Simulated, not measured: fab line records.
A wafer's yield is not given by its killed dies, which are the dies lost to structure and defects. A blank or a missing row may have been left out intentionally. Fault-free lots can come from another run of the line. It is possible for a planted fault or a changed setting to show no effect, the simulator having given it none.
Chamber matching / flow nand_harc / NHARC_P_ZERO_WELL_ETCH_63 on rie_si-06 has 4 sister chambers
The step etches the open film in HBr/Cl2, target depth 120 nm, time 40.1 s. 8 wafers are shown with their chamber, then 8 later ones without.

== WAFERS PAIRED WITH THEIR CHAMBERS ==
wafer=L083.6; chamber=2; hbr_flow_sccm (sccm)=149.1; oes_product_au (a.u.)=0.995
wafer=L085.1; chamber=2; hbr_flow_sccm (sccm)=149.1; oes_product_au (a.u.)=0.995
wafer=L091.5; chamber=3; hbr_flow_sccm (sccm)=150.0; oes_product_au (a.u.)=1.006
wafer=L091.6; chamber=0; hbr_flow_sccm (sccm)=150.6; oes_product_au (a.u.)=0.995
wafer=L092.1; chamber=0; hbr_flow_sccm (sccm)=150.1; oes_product_au (a.u.)=0.989
wafer=L092.2; chamber=1; hbr_flow_sccm (sccm)=150.1; oes_product_au (a.u.)=0.999
wafer=L092.5; chamber=3; hbr_flow_sccm (sccm)=149.6; oes_product_au (a.u.)=1.005
wafer=L094.1; chamber=1; hbr_flow_sccm (sccm)=150.5; oes_product_au (a.u.)=0.994

== WAFERS MISSING THEIR CHAMBER ==
wafer=L094.3; hbr_flow_sccm (sccm)=150.5; oes_product_au (a.u.)=0.989
wafer=L094.4; hbr_flow_sccm (sccm)=150.3; oes_product_au (a.u.)=0.991
wafer=L095.1; hbr_flow_sccm (sccm)=150.0; oes_product_au (a.u.)=1.010
wafer=L095.3; hbr_flow_sccm (sccm)=150.4; oes_product_au (a.u.)=1.004
wafer=L095.4; hbr_flow_sccm (sccm)=150.4; oes_product_au (a.u.)=0.993
wafer=L096.1; hbr_flow_sccm (sccm)=149.8; oes_product_au (a.u.)=0.999
wafer=L096.4; hbr_flow_sccm (sccm)=149.5; oes_product_au (a.u.)=1.008
wafer=L096.6; hbr_flow_sccm (sccm)=149.3; oes_product_au (a.u.)=0.995

== WHICH CHAMBER EACH ONE RAN IN ==
wafer=L094.3; from the rows above=can't be placed: 0 or 1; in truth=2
wafer=L094.4; from the rows above=can't be placed: 0 or 1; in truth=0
wafer=L095.1; from the rows above=3; in truth=3
wafer=L095.3; from the rows above=can't be placed: 3 or 1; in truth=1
wafer=L095.4; from the rows above=can't be placed: 0 or 1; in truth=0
wafer=L096.1; from the rows above=can't be placed: 1 or 3 or 2 or 0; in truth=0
wafer=L096.4; from the rows above=3; in truth=3
wafer=L096.6; from the rows above=2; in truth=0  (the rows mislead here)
Placed correctly: 2 of 8. Unplaceable from these rows: 5, with the true chamber sitting among the candidates in 4. Placed wrongly: 1.
How it was worked out, from the rows above alone: a wafer's distance from a chamber is the root of the sum, over the readings, of the square of ((its reading less the chamber's mean) divided by the reading's scatter). If the next closest chamber is less than 2 further off than the closest, the wafer can't be placed; otherwise it belongs to the closest. A chamber's mean is the mean of its shown wafers. The scatter: the root of (the sum of the squares of (reading less its chamber's mean) over the shown wafers, divided by (wafers less chambers)).
